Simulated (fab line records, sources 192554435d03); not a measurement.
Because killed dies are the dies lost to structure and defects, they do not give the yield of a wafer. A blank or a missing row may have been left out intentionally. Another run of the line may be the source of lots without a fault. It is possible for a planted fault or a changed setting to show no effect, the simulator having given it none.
Split-lot experiment -- flow n5-finfet -- 39 wafers read across 7 lots, on a route 1938 steps long

== ABOUT THE SPLIT ==
At N5_BEOL_M0_SAQP_HM_DEP_111 (deposits SiO2 from SiH4/N2O, target thk 12 nm, time 7.2 s), the setting time-s was moved away from the recipe's 7.2 s on 18 of the 39 wafers read, by -54.6% to +56.7%. The other wafers ran this setting at the recipe's value.

== FROM THE SPLIT TO THE READING: what the file shows between them, 4 steps ==
- N5_BEOL_M0_SAQP_COAT_81: time 60 s, resist thk 100 nm
- N5_BEOL_M0_SAQP_COAT_82: time 60 s, resist thk 30 nm
- N5_BEOL_M0_SAQP_ETCH_84: etches SOC in N2/H2, target depth 100 nm, overetch 20 nm, time 150 s
- N5_BEOL_M0_SAQP_STRIP_80: strips in N2/H2

== THE READING ==
oes-product-au, in a.u., at N5_BEOL_M0_SAQP_HM_OPEN_112 (chemistry CHF3/O2, target SiO2, stops on a-Si, target depth 12 nm, time 13.5 s). Typical for fault-free wafers on this fab line: 0.52 a.u., with standard deviation 0.046 a.u.

wafer,"tool, chamber at the split","time-s as run, s",against the recipe,"oes-product-au, a.u.",against lot-mates on the recipe
L074.1,"pecvd-04, 1,0,2",3.269,-54.6%,0.41,-0.07
L074.2,"pecvd-04, 0",7.2,recipe,0.48,-
L074.3,"pecvd-04, 2,1",7.2,recipe,0.45,-
L074.4,"pecvd-04, 2,1",7.2,recipe,0.51,-
L074.5,"pecvd-04, 1,0,2",3.269,-54.6%,0.37,-0.11
L074.6,"pecvd-04, 1,0,2",3.269,-54.6%,0.39,-0.09
L075.2,"pecvd-03, 2,1",7.2,recipe,0.55,-
L075.3,"pecvd-03, 0",7.2,recipe,0.50,-
L075.6,"pecvd-03, 2,1",7.2,recipe,0.56,-
L078.1,"pecvd-03, 2",7.2,recipe,0.45,-
L078.2,"pecvd-03, 1",7.2,recipe,0.51,-
L078.3,"pecvd-03, 1,2,1",5.892,-18.2%,0.40,-0.08
L078.4,"pecvd-03, 2",7.2,recipe,0.49,-
L078.5,"pecvd-03, 1,2,1",5.892,-18.2%,0.41,-0.07
L078.6,"pecvd-03, 1,2,1",5.892,-18.2%,0.41,-0.07
L079.1,"pecvd-03, 1",7.2,recipe,0.52,-
L079.2,"pecvd-03, 2,0,0",4.733,-34.3%,0.40,-0.11
L079.3,"pecvd-03, 2,0,0",4.733,-34.3%,0.43,-0.08
L079.4,"pecvd-03, 1,2",7.2,recipe,0.52,-
L079.5,"pecvd-03, 1,2",7.2,recipe,0.48,-
L079.6,"pecvd-03, 2,0,0",4.733,-34.3%,0.43,-0.08
L083.1,"pecvd-02, 2",11.24,+56.1%,0.67,+0.13
L083.2,"pecvd-02, 1,2",11.24,+56.1%,0.64,+0.10
L083.3,"pecvd-02, 0",7.2,recipe,0.57,-
L083.4,"pecvd-02, 1",7.2,recipe,0.51,-
L083.5,"pecvd-02, 0",7.2,recipe,0.53,-
L083.6,"pecvd-02, 1,2",11.24,+56.1%,0.68,+0.14
L092.1,"pecvd-02, 1",11.28,+56.7%,0.66,+0.12
L092.2,"pecvd-02, 0,1",7.2,recipe,0.52,-
L092.3,"pecvd-02, 0",11.28,+56.7%,0.61,+0.07
L092.4,"pecvd-02, 1",7.2,recipe,0.54,-
L092.5,"pecvd-02, 0,1",7.2,recipe,0.55,-
L092.6,"pecvd-02, 0",11.28,+56.7%,0.67,+0.13
L097.1,"pecvd-02, 0",8.895,+23.5%,0.65,+0.19
L097.2,"pecvd-02, 2",8.895,+23.5%,0.53,+0.07
L097.3,"pecvd-02, 1",8.895,+23.5%,0.56,+0.10
L097.4,"pecvd-02, 1",7.2,recipe,0.45,-
L097.5,"pecvd-02, 2",7.2,recipe,0.45,-
L097.6,"pecvd-02, 0",7.2,recipe,0.49,-
Where a row lists several chambers, the file gives one row for several wafers and doesn't say which wafer went through which chamber.

THE FIT
A straight line over all 39 wafers: oes-product-au changes by +0.0026 a.u. for each +1% of time-s; r = +0.90; the points scatter about the line by 0.037 a.u.
The same after taking each lot's own level away (the mean of its wafers on the recipe; 39 wafers): +0.00222 a.u. for each +1%; r = +0.89; scatter 0.034 a.u.
The reading moves by 0.13 a.u. for the largest change in time-s, on that fit.
The lots' own levels span 0.463 to 0.537 a.u., that is 1.6 times the standard deviation above.
In other words, the slope is changed by the lot-to-lot level; the two fits disagree.
Check: for one of the wafers moved furthest among these (+56.7%), held out of the fit, the line's prediction against its lot-mates is +0.129 a.u. It came out at +0.123 a.u. against them.

== OTHER SPLITS APPLIED TO THESE WAFERS ==
These wafers also went through other splits before the reading. Each is held against what the fit with the lots' levels taken away leaves over:
other split on the same wafers,wafers away from the commonest value,r with oes-product-au (lot level and that fit taken away)
N5_ZERO_LAYER_DEVELOP_10 develop-time-s,12,+0.00
N5_FIN_SAQP_HM_DEP_72 target-thk-a,6,+0.10
N5_SD_EPI_N_ETCH_16 target-depth-a,12,+0.29
N5_HKMG_FIN_ETCH_86 target-depth-a,18,+0.02

== THE WHOLE CHAIN: every reading that the file lists as answering this split, in the file's order ==
step,what it does,reading,change (the file's fit),r (the file's)
N5_BEOL_M0_SAQP_HM_DEP_111,"deposits SiO2 from SiH4/N2O, target thk 12 nm, time 7.2 s","SiO2_of_BEOL_M0_SAQP_HM_DEP_111.thk-nm (the simulator's own value, which no gauge read)",+0.118 nm for each +1% of the setting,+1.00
N5_BEOL_M0_SAQP_HM_OPEN_112,"chemistry CHF3/O2, target SiO2, stops on a-Si, target depth 12 nm, time 13.5 s",oes-product-au,+0.00224 a.u. for each +1% of the setting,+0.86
N5_BEOL_M0_SAQP_HM_OPEN_112,"chemistry CHF3/O2, target SiO2, stops on a-Si, target depth 12 nm, time 13.5 s","etch.depth-nm (the simulator's own value, which no gauge read)",+0.118 nm for each +1% of the setting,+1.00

== FILE'S OWN FIT ==
oes-product-au changes by +0.00224 a.u. for each +1% of time-s, r = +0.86.
